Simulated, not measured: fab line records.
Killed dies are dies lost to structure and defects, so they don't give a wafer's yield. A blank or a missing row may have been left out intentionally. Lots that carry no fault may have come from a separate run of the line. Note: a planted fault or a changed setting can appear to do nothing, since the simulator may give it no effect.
Split-lot experiment -- flow n5Finfet -- 21 wafers read from 7 lots, route of 1938 steps

ABOUT THE SPLIT
At N5_SD_EPI_N_EXPOSE_06 (exposes mask SD N BLK, target cd 120 nm), the setting doseMj was moved away from the recipe's 39.75 on 8 of the 21 wafers read, by -6.7% to +5.7%. The other wafers ran this setting at the recipe's value.

FROM THE SPLIT TO THE READING: what the file shows between them, 2 steps
- N5_SD_EPI_N_PEB_07: peb time 60 s
- N5_SD_EPI_N_DEVELOP_08: develop time 30 s

THE READING
cdNm (nm) at N5_SD_EPI_N_CD_MEAS_09, where the cd target is 120 nm. A value of 120.0 nm with a standard deviation of 0.57 nm is what fault-free wafers of this fab line usually give.

wafer,"tool, chamber at the split",doseMj as run,against the recipe,"cdNm, nm",against lot-mates on the recipe
L074.4,"arfiScanner-02, 0",39.75,recipe,121.2,-
L074.5,"arfiScanner-02, 0",39.75,recipe,121.3,-
L074.6,"arfiScanner-02, 0",38.68,-2.7%,119.5,-1.8
L076.1,"arfiScanner-03, 0",39.75,recipe,119.3,-
L076.2,"arfiScanner-03, 0",39.75,recipe,120.2,-
L076.6,"arfiScanner-03, 0",39.75,recipe,119.7,-
L080.1,"arfiScanner-01, 0",39.75,recipe,120.4,-
L080.2,"arfiScanner-01, 0",41.1,+3.4%,122.1,+1.8
L080.5,"arfiScanner-01, 0",39.75,recipe,120.3,-
L084.2,"arfiScanner-03, 0",39.75,recipe,119.2,-
L084.3,"arfiScanner-03, 0",39.75,recipe,119.5,-
L084.6,"arfiScanner-03, 0",39.75,recipe,120.8,-
L088.1,"arfiScanner-03, 0",42.03,+5.7%,123.1,+3.8
L088.2,"arfiScanner-03, 0",42.03,+5.7%,124.0,+4.7
L088.5,"arfiScanner-03, 0",39.75,recipe,119.3,-
L093.1,"arfiScanner-03, 0",37.08,-6.7%,114.9,-5.4
L093.3,"arfiScanner-03, 0",39.75,recipe,120.3,-
L093.6,"arfiScanner-03, 0",37.08,-6.7%,114.7,-5.6
L097.1,"arfiScanner-02, 0",39.75,recipe,119.2,-
L097.2,"arfiScanner-02, 0",38.59,-2.9%,116.9,-2.3
L097.6,"arfiScanner-02, 0",38.59,-2.9%,117.6,-1.6

FIT RESULTS
A straight line over all 21 wafers: cdNm changes by +0.702 nm for each +1% of doseMj; r = +0.94; the points scatter about the line by 0.77 nm.
The same after taking each lot's own level away (the mean of its wafers on the recipe; 21 wafers): +0.752 nm for each +1%; r = +0.98; scatter 0.44 nm.
According to that fit, moving doseMj by its largest amount changes the reading by 5.1 nm.
Across the lots, their own levels run from 119.20 to 121.25 nm, a range of 3.6 times the standard deviation given above.
The two slopes are in agreement: the lot-to-lot level therefore moves the slope only a little.
Check: with one of the wafers moved furthest among these (-6.7%) left out of the fit, the line predicts -5 nm for it against its lot-mates. It came out at -5.4 nm against them.

THESE WAFERS: OTHER SPLITS
Other splits were also applied to these wafers ahead of the reading. Each is held against what the fit with the lots' levels taken away leaves over:
other split on the same wafers,wafers away from the commonest value,r with cdNm (lot level and that fit taken away)
N5_FIN_SAQP_FIN_ETCH_36 icpW,6,+0.06
N5_FIN_CUT_COAT_19 spinRpm,9,+0.06
N5_DUMMY_GATE_COAT_28 spinRpm,5,+0.01

THE WHOLE CHAIN: every reading that the file lists as answering this split, in the file's order
step,what it does,reading,change (the file's fit),r (the file's)
N5_SD_EPI_N_CD_MEAS_09,target cd 120 nm,cdNm,+0.735 nm for each +1% of the setting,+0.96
N5_SD_EPI_N_DESCUM_14,"chemistry O2, time 7.9 s","SD_EPI_N.cdNm (the simulator's own value, which no gauge read)",+0.742 nm for each +1% of the setting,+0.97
N5_SD_EPI_N_ETCH_34,"etches SiARC in CF4, target depth 45.5 nm, time 75.8 s","SD_EPI_N.cdNm (the simulator's own value, which no gauge read)",+0.756 nm for each +1% of the setting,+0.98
N5_SD_EPI_N_ETCH_35,"etches SOC in N2/H2, overetch 108 nm, time 486 s","SD_EPI_N.cdNm (the simulator's own value, which no gauge read)",+0.728 nm for each +1% of the setting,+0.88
N5_SD_EPI_N_ETCHBACK_44,"etches SiNx in CH3F/O2, stops on SiO2, target depth 14.5 nm","SD_EPI_N.cdNm (the simulator's own value, which no gauge read)",+0.723 nm for each +1% of the setting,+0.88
N5_SD_EPI_N_ETCH_16,"etches SiO2 in CHF3/O2, target depth 5 nm","SD_EPI_N.cdNm (the simulator's own value, which no gauge read)",+0.708 nm for each +1% of the setting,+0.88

THE FILE'S OWN FIT
cdNm changes by +0.735 nm for each +1% of doseMj, r = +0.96.
